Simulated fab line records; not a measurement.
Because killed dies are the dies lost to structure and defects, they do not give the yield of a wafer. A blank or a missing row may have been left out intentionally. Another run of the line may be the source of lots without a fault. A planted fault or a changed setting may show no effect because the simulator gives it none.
Which tool is to blame?	flow n5_finfet	24 lots, 72 wafers sampled, at 5 steps of a route of 1938

== WHAT THE GAUGES SHOWED, per wafer ==
N5_BEOL_M10_OCD_MEAS_38. Usual: trench_depth_nm 150 nm, standard deviation 3.7.
lot	measured	on	trench_depth_nm (nm)	flag
L074	day 9 14:11	ocd-01	147 154 149	
L075	day 9 21:56	ocd-01	151 151 147	
L076	day 9 21:28	ocd-01	144 143 144	
L077	day 10 12:50	ocd-01	147 154 148	
L080	day 10 20:23	ocd-02	149 155 147	
L079	day 10 22:33	ocd-02	151 150 146	
L078	day 10 22:56	ocd-01	150 151 156	
L081	day 11 11:48	ocd-01	153 149 147	
L083	day 11 19:34	ocd-01	149 153 154	
L082	day 11 20:14	ocd-02	156 151 154	
L084	day 11 20:16	ocd-01	147 148 148	
L085	day 12 08:43	ocd-01	153 149 154	
L086	day 12 14:22	ocd-02	151 144 145	
L087	day 12 18:57	ocd-02	149 143 144	
L088	day 13 05:51	ocd-01	149 155 155	
L090	day 13 06:23	ocd-02	148 150 150	
L091	day 13 11:57	ocd-01	145 146 149	
L089	day 13 12:31	ocd-02	145 146 145	
L092	day 13 19:51	ocd-02	155 155 154	
L093	day 13 23:38	ocd-01	153 154 157	
L094	day 14 02:31	ocd-02	150 150 150	
L095	day 14 10:40	ocd-02	146 151 147	
L096	day 15 04:18	ocd-02	156 155 147	
L097	day 15 15:29	ocd-02	156 146 153	

== WHICH TOOL RAN EACH LOT (tool, then ch and the chambers of the sampled wafers, then the start) ==
lot	N5_BEOL_M9_DEGAS_44	N5_BEOL_M9_ALD_74	N5_BEOL_M10_ETCH_62	N5_BEOL_M10_STRIP_36
L074	pvd_sputter-02, day 9 07:16	ald_metal-03 ch 0,1, day 9 07:25	rie_diel-02 ch 0,1,2, day 9 12:44	rie_diel-04 ch 1,2,3, day 9 13:58
L075	pvd_sputter-03, day 9 13:34	ald_metal-03 ch 0,3, day 9 13:40	rie_diel-04 ch 1,3, day 9 20:13	rie_diel-02 ch 0,1, day 9 21:43
L076	pvd_sputter-02, day 9 13:41	ald_metal-01 ch 0,1,2, day 9 13:47	rie_diel-04 ch 1,2, day 9 19:55	rie_diel-06 ch 1,3, day 9 21:14
L077	pvd_sputter-02, day 10 06:16	ald_metal-02 ch 0,3, day 10 06:22	rie_diel-02 ch 0,3, day 10 10:46	rie_diel-04 ch 0,1, day 10 12:36
L080	pvd_sputter-02, day 10 15:16	ald_metal-02 ch 1,2, day 10 15:22	rie_diel-02 ch 1,2,3, day 10 19:01	rie_diel-04 ch 1,2,3, day 10 20:10
L079	pvd_sputter-03, day 10 15:33	ald_metal-01 ch 0,1, day 10 15:39	rie_diel-02 ch 0,1,2, day 10 20:38	rie_diel-02 ch 0,2,3, day 10 22:19
L078	pvd_sputter-03, day 10 15:38	ald_metal-02 ch 1,3, day 10 15:45	rie_diel-02 ch 0,2,3, day 10 20:53	rie_diel-06 ch 0,2,3, day 10 22:43
L081	pvd_sputter-02, day 11 04:56	ald_metal-02 ch 0,1,2, day 11 05:04	rie_diel-06 ch 0,2,3, day 11 10:12	rie_diel-04 ch 0,1,2, day 11 11:34
L083	pvd_sputter-01, day 11 09:58	ald_metal-03 ch 0,1,3, day 11 10:12	rie_diel-04 ch 0,3, day 11 18:02	rie_diel-06 ch 0,1,3, day 11 19:20
L082	pvd_sputter-03, day 11 12:51	ald_metal-02 ch 0,1,2, day 11 12:58	rie_diel-06 ch 0,2,3, day 11 18:26	rie_diel-06 ch 0,1,2, day 11 20:00
L084	pvd_sputter-03, day 11 13:09	ald_metal-03 ch 0,2, day 11 13:16	rie_diel-02 ch 1,3, day 11 18:41	rie_diel-02 ch 1,3, day 11 20:02
L085	pvd_sputter-01, day 12 02:30	ald_metal-03 ch 0,1, day 12 02:36	rie_diel-02 ch 0,1,3, day 12 07:13	rie_diel-06 ch 1,2, day 12 08:30
L086	pvd_sputter-03, day 12 08:31	ald_metal-02 ch 0,1,3, day 12 08:38	rie_diel-06 ch 0,3, day 12 12:20	rie_diel-04 ch 1,2,3, day 12 14:09
L087	pvd_sputter-02, day 12 12:49	ald_metal-03 ch 0,2,3, day 12 12:56	rie_diel-06 ch 0,1,3, day 12 16:16	rie_diel-02 ch 0,2, day 12 18:44
L088	pvd_sputter-01, day 12 22:22	ald_metal-02 ch 0,2,3, day 12 22:42	rie_diel-02 ch 0,1,3, day 13 02:50	rie_diel-06 ch 1,2,3, day 13 05:37
L090	pvd_sputter-01, day 12 23:02	ald_metal-02 ch 0,1,2, day 12 23:10	rie_diel-04 ch 1,2,3, day 13 03:22	rie_diel-02 ch 1,3, day 13 06:10
L091	pvd_sputter-01, day 13 06:26	ald_metal-01 ch 0,1,2, day 13 06:40	rie_diel-02 ch 1,2,3, day 13 10:35	rie_diel-04 ch 0,2,3, day 13 11:44
L089	pvd_sputter-02, day 13 06:39	ald_metal-03 ch 0,1,2, day 13 06:45	rie_diel-04 ch 0,3, day 13 10:50	rie_diel-04 ch 0,2,3, day 13 12:18
L092	pvd_sputter-01, day 13 12:59	ald_metal-01 ch 1,3, day 13 13:05	rie_diel-02 ch 0,3, day 13 18:19	rie_diel-06 ch 0,1, day 13 19:38
L093	pvd_sputter-03, day 13 18:15	ald_metal-02 ch 1,2, day 13 18:21	rie_diel-02 ch 0,2,3, day 13 21:56	rie_diel-06 ch 1,2, day 13 23:25
L094	pvd_sputter-03, day 13 21:18	ald_metal-03 ch 0,1,2, day 13 21:24	rie_diel-04 ch 0,1,3, day 14 01:16	rie_diel-02 ch 0,3, day 14 02:17
L095	pvd_sputter-02, day 14 03:11	ald_metal-01 ch 0,1,2, day 14 03:17	rie_diel-06 ch 0,2,3, day 14 09:17	rie_diel-04 ch 0,1,2, day 14 10:26
L096	pvd_sputter-01, day 14 22:58	ald_metal-01 ch 0,2,3, day 14 23:04	rie_diel-02 ch 0,1,3, day 15 03:04	rie_diel-06 ch 0,2,3, day 15 04:04
L097	pvd_sputter-02, day 15 08:42	ald_metal-01 ch 1,2,3, day 15 08:49	rie_diel-04 ch 2,3, day 15 14:05	rie_diel-06 ch 1,2,3, day 15 15:15
- N5_BEOL_M9_DEGAS_44: time 60 s.
- N5_BEOL_M9_ALD_74: deposits TaN, target thk 2 nm, pulse time 2 s, purge time 3 s.
- N5_BEOL_M10_ETCH_62: etches SOC in N2/H2, target depth 110 nm, overetch 22 nm, time 165 s.
- N5_BEOL_M10_STRIP_36: strips in N2/H2.

== AS READ BY THE TOOLS THEMSELVES (means over the sampled wafers that have a number; for cases with no such wafer, the mark the record gives instead) ==
N5_BEOL_M9_DEGAS_44. Usual: heater_power_w 329 W, standard deviation 25.
lot	tool	heater_power_w (W)	flag
L074	pvd_sputter-02	310	
L075	pvd_sputter-03	336	
L076	pvd_sputter-02	333	
L077	pvd_sputter-02	320	
L080	pvd_sputter-02	326	
L079	pvd_sputter-03	335	
L078	pvd_sputter-03	326	
L081	pvd_sputter-02	308	
L083	pvd_sputter-01	352	
L082	pvd_sputter-03	332	
L084	pvd_sputter-03	341	
L085	pvd_sputter-01	333	
L086	pvd_sputter-03	352	
L087	pvd_sputter-02	310	
L088	pvd_sputter-01	322	
L090	pvd_sputter-01	323	
L091	pvd_sputter-01	334	
L089	pvd_sputter-02	325	
L092	pvd_sputter-01	320	
L093	pvd_sputter-03	331	
L094	pvd_sputter-03	350	
L095	pvd_sputter-02	317	
L096	pvd_sputter-01	346	
L097	pvd_sputter-02	305	

N5_BEOL_M9_ALD_74. Usual: heater_power_w 420 W, standard deviation 29.
lot	tool	heater_power_w (W)	flag
L074	ald_metal-03	440	
L075	ald_metal-03	428	
L076	ald_metal-01	451	
L077	ald_metal-02	401	
L080	ald_metal-02	384	
L079	ald_metal-01	456	
L078	ald_metal-02	410	
L081	ald_metal-02	388	
L083	ald_metal-03	431	
L082	ald_metal-02	387	
L084	ald_metal-03	414	
L085	ald_metal-03	435	
L086	ald_metal-02	398	
L087	ald_metal-03	412	
L088	ald_metal-02	391	
L090	ald_metal-02	382	
L091	ald_metal-01	453	
L089	ald_metal-03	424	
L092	ald_metal-01	459	
L093	ald_metal-02	397	
L094	ald_metal-03	428	
L095	ald_metal-01	455	
L096	ald_metal-01	432	
L097	ald_metal-01	452	

N5_BEOL_M10_ETCH_62. Usual: drypump_motor_current_A 5.6 A, standard deviation 0.37; n2_flow_sccm 200.1 sccm, standard deviation 0.52; oes_product_au 0.67 a.u., standard deviation 0.075; rf_vpp_V 524.3 V, standard deviation 2.3; showerhead_plenum_p_Torr 2.55 Torr, standard deviation 0.078; throttle_valve_pct 17.92 %, standard deviation 0.18.
lot	tool	drypump_motor_current_A (A)	n2_flow_sccm (sccm)	oes_product_au (a.u.)	rf_vpp_V (V)	showerhead_plenum_p_Torr (Torr)	throttle_valve_pct (%)	flag
L074	rie_diel-02	5.3	200.2	0.64	525.9	2.58	18.02	
L075	rie_diel-04	5.6	200.0	0.65	524.5	2.53	18.04	
L076	rie_diel-04	6.1	199.9	0.65	521.6	2.48	17.86	
L077	rie_diel-02	5.6	199.9	0.70	526.7	2.64	17.87	
L080	rie_diel-02	5.5	200.0	0.63	525.8	2.60	17.95	
L079	rie_diel-02	5.3	200.0	0.63	524.3	2.57	18.02	
L078	rie_diel-02	5.3	200.3	0.67	525.1	2.58	17.92	
L081	rie_diel-06	5.7	199.6	0.74	522.9	2.49	17.86	
L083	rie_diel-04	5.8	199.7	0.61	522.0	2.48	18.01	
L082	rie_diel-06	5.7	199.9	0.73	521.9	2.49	17.88	
L084	rie_diel-02	5.6	200.4	0.62	526.4	2.64	18.02	
L085	rie_diel-02	5.6	199.9	0.66	526.0	2.62	18.00	
L086	rie_diel-06	5.9	200.0	0.78	523.4	2.51	17.82	
L087	rie_diel-06	6.0	200.1	0.78	524.9	2.55	17.72	
L088	rie_diel-02	5.5	200.7	0.65	526.2	2.62	18.01	
L090	rie_diel-04	5.8	200.0	0.63	523.1	2.49	18.01	
L091	rie_diel-02	5.5	200.2	0.61	525.3	2.59	17.98	
L089	rie_diel-04	5.8	199.3	0.60	521.6	2.48	18.03	
L092	rie_diel-02	5.5	200.2	0.68	525.5	2.60	18.01	
L093	rie_diel-02	5.4	200.5	0.65	524.8	2.57	17.96	
L094	rie_diel-04	5.7	199.9	0.63	523.2	2.49	17.95	
L095	rie_diel-06	5.7	200.6	0.77	524.9	2.58	17.76	
L096	rie_diel-02	5.5	200.2	0.71	525.3	2.61	17.90	
L097	rie_diel-04	6.2	199.7	0.66	520.6	2.44	17.89	

N5_BEOL_M10_STRIP_36. Usual: drypump_motor_current_A 5.7 A, standard deviation 0.39; n2_flow_sccm 199.9 sccm, standard deviation 0.61; oes_product_au 0.80 a.u., standard deviation 0.1; rf_vpp_V 59.1 V, standard deviation 2; showerhead_plenum_p_Torr 2.53 Torr, standard deviation 0.085; throttle_valve_pct 23.68 %, standard deviation 0.2.
lot	tool	drypump_motor_current_A (A)	n2_flow_sccm (sccm)	oes_product_au (a.u.)	rf_vpp_V (V)	showerhead_plenum_p_Torr (Torr)	throttle_valve_pct (%)	flag
L074	rie_diel-04	5.8	199.7	0.78	58.7	2.50	23.74	
L075	rie_diel-02	5.4	199.8	0.81	57.7	2.59	23.92	
L076	rie_diel-06	6.0	199.9	0.69	59.5	2.56	23.92	
L077	rie_diel-04	5.9	200.1	0.79	58.3	2.48	23.53	
L080	rie_diel-04	5.8	199.6	0.77	58.8	2.50	23.76	
L079	rie_diel-02	5.4	199.6	0.80	58.3	2.58	23.79	
L078	rie_diel-06	5.7	199.7	0.88	59.1	2.49	23.66	
L081	rie_diel-04	6.0	199.4	0.77	57.1	2.47	23.60	
L083	rie_diel-06	6.0	199.9	0.94	58.2	2.55	23.51	
L082	rie_diel-06	5.8	199.9	0.87	57.1	2.51	23.57	
L084	rie_diel-02	5.7	200.4	0.78	59.0	2.65	23.75	
L085	rie_diel-06	5.8	200.4	0.85	58.7	2.52	23.57	
L086	rie_diel-04	5.8	199.5	0.75	61.4	2.49	23.77	
L087	rie_diel-02	5.1	199.3	0.73	61.8	2.52	23.80	
L088	rie_diel-06	5.8	199.9	0.94	58.3	2.59	23.57	
L090	rie_diel-02	5.6	200.0	0.76	59.7	2.64	23.81	
L091	rie_diel-04	6.1	199.6	0.71	60.0	2.45	23.68	
L089	rie_diel-04	6.0	200.4	0.72	58.5	2.44	23.66	
L092	rie_diel-06	6.1	199.2	0.92	61.5	2.57	23.42	
L093	rie_diel-06	5.8	200.2	0.93	60.4	2.62	23.47	
L094	rie_diel-02	5.5	200.0	0.80	58.1	2.59	23.95	
L095	rie_diel-04	6.0	200.3	0.74	58.2	2.46	23.64	
L096	rie_diel-06	5.7	200.2	0.89	60.1	2.57	23.60	
L097	rie_diel-06	5.8	200.3	0.89	59.2	2.58	23.60	

== THE ANSWER, worked out from the rows above alone ==
Rule: a lot is off if the mean of its wafers that have a number lies more than 3 standard deviations from the usual mean. A lot without any number at a reading at which 4 lots or more have one is off too. All remaining lots with rows at the step are treated as sound. First the gauges in route order, then the tools' own readings, where a lot's mean is used as printed above. The first step at which some lot is off is used, and at that step the reading that is off furthest; a lot without a number counts as furthest.
Across all readings shown, no lot is off: no conclusion can be drawn from this.

== WHAT THE SIMULATOR PUT IN ==
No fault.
